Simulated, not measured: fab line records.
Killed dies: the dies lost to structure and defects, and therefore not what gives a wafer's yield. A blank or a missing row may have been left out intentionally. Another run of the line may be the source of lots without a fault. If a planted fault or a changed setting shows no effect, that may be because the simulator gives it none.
Which of the tools did it? -- flow nandHarc -- Sampling: 24 lots, 72 wafers, 2 of 1302 route steps

== WHAT THE GAUGES SHOWED, per wafer ==
NHARC_A_BLC_INSPECT_12. Usual: rawDefectCount 81, standard deviation 31.
lot,measured,on,rawDefectCount,flag
L074,day 22 13:49,defectInspect-01,96 90 81,
L075,day 23 05:41,defectInspect-01,105 109 105,
L078,day 23 08:12,defectInspect-02,94 91 81,
L077,day 23 11:58,defectInspect-02,74 67 76,
L079,day 24 03:07,defectInspect-02,161 146 143,
L076,day 24 09:10,defectInspect-02,76 71 77,
L080,day 24 16:29,defectInspect-01,21 15 17,
L082,day 25 15:32,defectInspect-02,72 77 71,
L081,day 25 17:13,defectInspect-02,109 119 103,
L083,day 26 14:54,defectInspect-01,32 28 34,
L084,day 27 01:40,defectInspect-02,75 65 70,
L085,day 27 03:28,defectInspect-01,84 85 91,
L086,day 27 19:14,defectInspect-02,114 143 159,
L087,day 27 22:06,defectInspect-01,52 54 58,
L089,day 28 16:53,defectInspect-01,127 98 98,
L088,day 28 19:32,defectInspect-02,66 64 75,
L091,day 30 03:44,defectInspect-01,76 74 64,
L090,day 30 04:10,defectInspect-02,51 61 51,
L092,day 30 11:44,defectInspect-02,106 103 85,
L095,day 30 18:31,defectInspect-02,68 74 65,
L094,day 30 20:23,defectInspect-02,112 108 108,
L096,day 31 09:29,defectInspect-02,83 93 85,
L093,day 31 11:05,defectInspect-02,51 60 48,
L097,day 32 00:15,defectInspect-02,64 76 68,

== EACH LOT AND THE TOOL THAT RAN IT (in order: tool; ch and the chambers of the sampled wafers; start) ==
lot,NHARC_A_CONTACT_ETCH_134
L074,"harCapEtch-02 ch 0,1, day 22 08:40"
L075,"harCapEtch-03 ch 0,1, day 22 23:57"
L078,"harCapEtch-02 ch 1, day 23 03:01"
L077,"harCapEtch-03 ch 0,1, day 23 06:04"
L079,"harCapEtch-01 ch 0,1, day 23 21:27"
L076,"harCapEtch-02 ch 0,1, day 24 04:02"
L080,"harCapEtch-01 ch 0,1, day 24 11:19"
L082,"harCapEtch-02 ch 0, day 25 10:34"
L081,"harCapEtch-01 ch 0,1, day 25 11:40"
L083,"harCapEtch-03 ch 0,1, day 26 09:51"
L084,"harCapEtch-01 ch 0,1, day 26 20:32"
L085,"harCapEtch-02 ch 0,1, day 26 22:17"
L086,"harCapEtch-03 ch 0,1, day 27 14:15"
L087,"harCapEtch-02 ch 0,1, day 27 16:56"
L089,"harCapEtch-03 ch 0,1, day 28 11:45"
L088,"harCapEtch-02 ch 0,1, day 28 14:29"
L091,"harCapEtch-02 ch 0,1, day 29 22:14"
L090,"harCapEtch-01 ch 0,1, day 29 22:50"
L092,"harCapEtch-01 ch 0,1, day 30 06:08"
L095,"harCapEtch-01 ch 0,1, day 30 13:11"
L094,"harCapEtch-03 ch 0,1, day 30 15:06"
L096,"harCapEtch-02 ch 0,1, day 31 04:22"
L093,"harCapEtch-01 ch 0,1, day 31 06:04"
L097,"harCapEtch-02 ch 0,1, day 31 18:55"
- NHARC_A_CONTACT_ETCH_134: etches the open film in C4F8/O2/Ar, time 140 s, target depth 700 nm.

== AS READ BY THE TOOLS THEMSELVES (means over the sampled wafers that have a number; for cases with no such wafer, the mark the record gives instead) ==
The record holds no such reading with a usual standard deviation.

== THE ANSWER, worked out from the rows above alone ==
Rule: a lot is off if the mean of its wafers that have a number lies more than 3 standard deviations from the usual mean. A lot without any number at a reading at which 4 lots or more have one is off too. Any other lot the step has rows for is counted as sound. After the gauges, taken in route order, come the tools' own readings; for these a lot's mean is taken, as printed above. The first step at which some lot is off is used, and at that step the reading that is off furthest; a lot without a number counts as furthest.
No lot is off at any reading shown: from this, nothing can be told.

== WHAT WAS PUT IN BY THE SIMULATOR ==
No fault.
